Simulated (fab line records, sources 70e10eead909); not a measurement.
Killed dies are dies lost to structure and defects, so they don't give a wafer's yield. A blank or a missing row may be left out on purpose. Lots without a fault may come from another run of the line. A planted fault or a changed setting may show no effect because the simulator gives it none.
Which tool did it? | flow nand_harc | 13 lots, 39 wafers sampled, at 5 steps of a route of 1159

WHAT THE GAUGES READ, wafer by wafer
NHARC_A_CONTACT_CD_MEAS_15. Usual: cd_nm 89.8 nm, standard deviation 0.71.
lot  | measured     | on        | cd_nm (nm)     | flag
L923 | day 16 20:01 | cd_sem-03 | 89.4 91.7 88.3 |
L924 | day 17 01:32 | cd_sem-01 | 89.5 90.8 90.0 |
L928 | day 18 03:23 | cd_sem-03 | 89.4 89.9 89.0 |
L927 | day 18 10:11 | cd_sem-02 | 89.8 90.6 90.3 |
L929 | day 18 21:31 | cd_sem-02 | 89.6 90.9 90.3 |
L932 | day 19 19:04 | cd_sem-02 | 89.8 90.2 90.2 |
L931 | day 19 21:35 | cd_sem-03 | 89.8 89.3 90.3 |
L935 | day 20 03:30 | cd_sem-02 | 90.8 90.0 89.3 |
L934 | day 20 07:18 | cd_sem-03 | 90.1 90.4 89.3 |
L937 | day 20 07:40 | cd_sem-02 | 89.3 89.2 89.8 |
L938 | day 20 16:07 | cd_sem-01 | 89.4 88.9 89.4 |
L946 | day 22 06:22 | cd_sem-01 | 90.3 89.8 89.4 |
L944 | day 22 11:33 | cd_sem-03 | 89.6 90.2 89.1 |

NHARC_END_SORT_01. Usual: killed_at_array 26, standard deviation 8.4; killed_at_other 0.7, standard deviation 0.97; killed_at_periphery 3.2, standard deviation 2.2; killed_dies 30, standard deviation 8.5; killed_open 3.4, standard deviation 2; killed_short 2, standard deviation 1.3.
lot  | measured     | on        | killed_at_array | killed_at_other | killed_at_periphery | killed_dies | killed_open | killed_short | flag
L924 | day 19 09:44 | prober-02 | 26 25 22        | 3 2 0           | 1 2 4               | 30 29 26    | 2 3 1       | 2 1 2        |
L934 | day 22 16:49 | prober-02 | 25 36 23        | 0 0 1           | 5 0 2               | 30 36 26    | 2 2 3       | 1 1 0        |
L938 | day 23 01:24 | prober-02 | 14 7 9          | 0 2 1           | 2 8 3               | 16 17 13    | 4 4 4       | 1 2 2        |

WHICH TOOL RAN EACH LOT (tool, then ch and the chambers of the sampled wafers, then the start)
lot  | NHARC_A_CONTACT_DESCUM_13          | NHARC_A_CONTACT_ETCH_137             | NHARC_A_CONTACT_STRIP_27
L923 | rie_diel-03 ch 0,1,3, day 16 17:43 | har_cap_etch-03 ch 0,1, day 16 19:08 | wet_bench-03 ch 2,3,5, day 16 20:42
L924 | rie_diel-10 ch 1,2,3, day 16 23:12 | har_cap_etch-03 ch 0,1, day 17 00:41 | wet_bench-01 ch 0,5,7, day 17 02:13
L928 | rie_diel-03 ch 2,3, day 18 01:01   | har_cap_etch-03 ch 1, day 18 02:32   | wet_bench-02 ch 2,4,6, day 18 04:23
L927 | rie_diel-03 ch 1,3, day 18 07:52   | har_cap_etch-02 ch 1, day 18 09:18   | wet_bench-01 ch 0,5,7, day 18 10:52
L929 | rie_diel-03 ch 1,2,3, day 18 19:14 | har_cap_etch-03 ch 0,1, day 18 20:39 | wet_bench-03 ch 0,4,5, day 18 22:22
L932 | rie_diel-10 ch 0,1,3, day 19 16:44 | har_cap_etch-01 ch 0,1, day 19 18:11 | wet_bench-02 ch 0,1,6, day 19 19:44
L931 | rie_diel-10 ch 0,1,2, day 19 19:00 | har_cap_etch-03 ch 0,1, day 19 20:43 | wet_bench-02 ch 0,1,7, day 19 22:17
L935 | rie_diel-10 ch 0,1,3, day 20 01:10 | har_cap_etch-03 ch 0,1, day 20 02:38 | wet_bench-02 ch 4,5,6, day 20 04:16
L934 | rie_diel-10 ch 1,2,3, day 20 04:56 | har_cap_etch-03 ch 0,1, day 20 06:26 | wet_bench-01 ch 1,2,5, day 20 08:02
L937 | rie_diel-03 ch 0,3, day 20 05:22   | har_cap_etch-02 ch 0,1, day 20 06:47 | wet_bench-01 ch 0,2,6, day 20 08:28
L938 | rie_diel-10 ch 0,1, day 20 13:46   | har_cap_etch-03 ch 0,1, day 20 15:14 | wet_bench-03 ch 4,5,7, day 20 16:47
L946 | rie_diel-10 ch 1,2, day 22 03:57   | har_cap_etch-01 ch 0,1, day 22 05:31 | wet_bench-03 ch 0,3,7, day 22 07:03
L944 | rie_diel-03 ch 0,2,3, day 22 09:11 | har_cap_etch-02 ch 0,1, day 22 10:41 | wet_bench-02 ch 2,6,7, day 22 12:13
- NHARC_A_CONTACT_DESCUM_13: chemistry O2, time 3 s.
- NHARC_A_CONTACT_ETCH_137: etches the open film in C4F8/O2/Ar, time 132 s, target depth 1287 nm.
- NHARC_A_CONTACT_STRIP_27: strips in post etch residue remover, time 600 s.

WHAT THE TOOLS THEMSELVES READ (means of the sampled wafers that have a number; where no wafer has one, the mark that the record gives instead)
NHARC_A_CONTACT_DESCUM_13. Usual: chamber_pressure_mTorr 60.00 mTorr, standard deviation 0.053; drypump_motor_current_A 5.6 A, standard deviation 0.33; oes_product_au 1.007 a.u., standard deviation 0.018; rf_vpp_V 57.7 V, standard deviation 1; showerhead_plenum_p_Torr 1.90 Torr, standard deviation 0.11; throttle_valve_pct 11.311 %, standard deviation 0.0087.
lot  | tool        | chamber_pressure_mTorr (mTorr) | drypump_motor_current_A (A) | oes_product_au (a.u.) | rf_vpp_V (V) | showerhead_plenum_p_Torr (Torr) | throttle_valve_pct (%) | flag
L923 | rie_diel-03 | 59.98                          | 5.5                         | 1.006                 | 57.9         | 1.89                            | 11.308                 |
L924 | rie_diel-10 | 60.02                          | 5.5                         | 1.008                 | 57.4         | 1.89                            | 11.304                 |
L928 | rie_diel-03 | 59.99                          | 5.5                         | 1.015                 | 58.7         | 2.07                            | 11.313                 |
L927 | rie_diel-03 | 60.06                          | 5.4                         | 1.022                 | 58.5         | 2.00                            | 11.305                 |
L929 | rie_diel-03 | 60.01                          | 5.4                         | 1.012                 | 57.7         | 1.99                            | 11.312                 |
L932 | rie_diel-10 | 60.05                          | 5.4                         | 1.017                 | 57.6         | 1.84                            | 11.319                 |
L931 | rie_diel-10 | 60.00                          | 5.7                         | 1.001                 | 57.7         | 1.89                            | 11.315                 |
L935 | rie_diel-10 | 60.01                          | 5.4                         | 1.024                 | 57.2         | 1.84                            | 11.317                 |
L934 | rie_diel-10 | 59.99                          | 5.5                         | 1.006                 | 57.9         | 1.88                            | 11.319                 |
L937 | rie_diel-03 | 60.00                          | 5.6                         | 1.017                 | 59.1         | 2.05                            | 11.304                 |
L938 | rie_diel-10 | 60.00                          | 5.6                         | 1.015                 | 57.5         | 1.84                            | 11.319                 |
L946 | rie_diel-10 | 60.02                          | 5.5                         | 1.011                 | 57.3         | 1.84                            | 11.301                 |
L944 | rie_diel-03 | 59.99                          | 5.6                         | 1.013                 | 58.3         | 2.04                            | 11.309                 |

NHARC_A_CONTACT_ETCH_137. Usual: chamber_pressure_mTorr 20.000 mTorr, standard deviation 0.018.
lot  | tool            | chamber_pressure_mTorr (mTorr) | flag
L923 | har_cap_etch-03 | 20.001                         |
L924 | har_cap_etch-03 | 20.004                         |
L928 | har_cap_etch-03 | 20.004                         |
L927 | har_cap_etch-02 | 19.989                         |
L929 | har_cap_etch-03 | 19.996                         |
L932 | har_cap_etch-01 | 20.001                         |
L931 | har_cap_etch-03 | 19.992                         |
L935 | har_cap_etch-03 | 19.995                         |
L934 | har_cap_etch-03 | 20.020                         |
L937 | har_cap_etch-02 | 19.992                         |
L938 | har_cap_etch-03 | 20.009                         |
L946 | har_cap_etch-01 | 19.998                         |
L944 | har_cap_etch-02 | 20.013                         |

NHARC_A_CONTACT_STRIP_27. Usual: bath_heat_duty_pct 13.1 %, standard deviation 1.5; run_length_s 603.0 s, standard deviation 1.
lot  | tool         | bath_heat_duty_pct (%) | run_length_s (s) | flag
L923 | wet_bench-03 | 13.5                   | 602.8            |
L924 | wet_bench-01 | 13.8                   | 603.6            |
L928 | wet_bench-02 | 13.4                   | 602.5            |
L927 | wet_bench-01 | 14.0                   | 603.1            |
L929 | wet_bench-03 | 12.3                   | 603.2            |
L932 | wet_bench-02 | 13.5                   | 602.2            |
L931 | wet_bench-02 | 13.8                   | 603.0            |
L935 | wet_bench-02 | 13.9                   | 602.6            |
L934 | wet_bench-01 | -                      | -                | OFF
L937 | wet_bench-01 | -                      | -                | OFF
L938 | wet_bench-03 | 12.5                   | 604.0            |
L946 | wet_bench-03 | 12.1                   | 602.8            |
L944 | wet_bench-02 | 13.5                   | 602.0            |

THE ANSWER, worked out from the rows above alone
Rule: a lot is off if the mean of its wafers that have a number lies more than 3 standard deviations from the usual mean. A lot without any number at a reading at which 4 lots or more have one is off too. The other lots that the step has rows for count as sound. The gauges are gone through in route order, then the tools' own readings, and for those a lot's mean is taken as printed above. The first step at which some lot is off is used, and at that step the reading that is off furthest; a lot without a number counts as furthest.
Off: L934, L937, at NHARC_A_CONTACT_STRIP_27 (bath_heat_duty_pct). Without a number there: L934, L937.
A tool fits if, at that step or a process step before it, it ran every lot that is off, and no sound lot after the first of them. One fits: wet_bench-01 at NHARC_A_CONTACT_STRIP_27. Its last sound lot is L927 (day 18 10:52), its first lot that is off L934 (day 20 08:02): a fault that began between those two fits.
Blank at NHARC_A_CONTACT_STRIP_27 on the lots that are off, where sound lots have numbers: bath_heat_duty_pct, run_length_s.

WHAT THE SIMULATOR HAD PUT IN
Skipped step whole: wet_bench-01, from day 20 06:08 on, at NHARC_A_CONTACT_STRIP_27. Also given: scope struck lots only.
Lots struck among those shown: L934, L937. The rule above found the same.
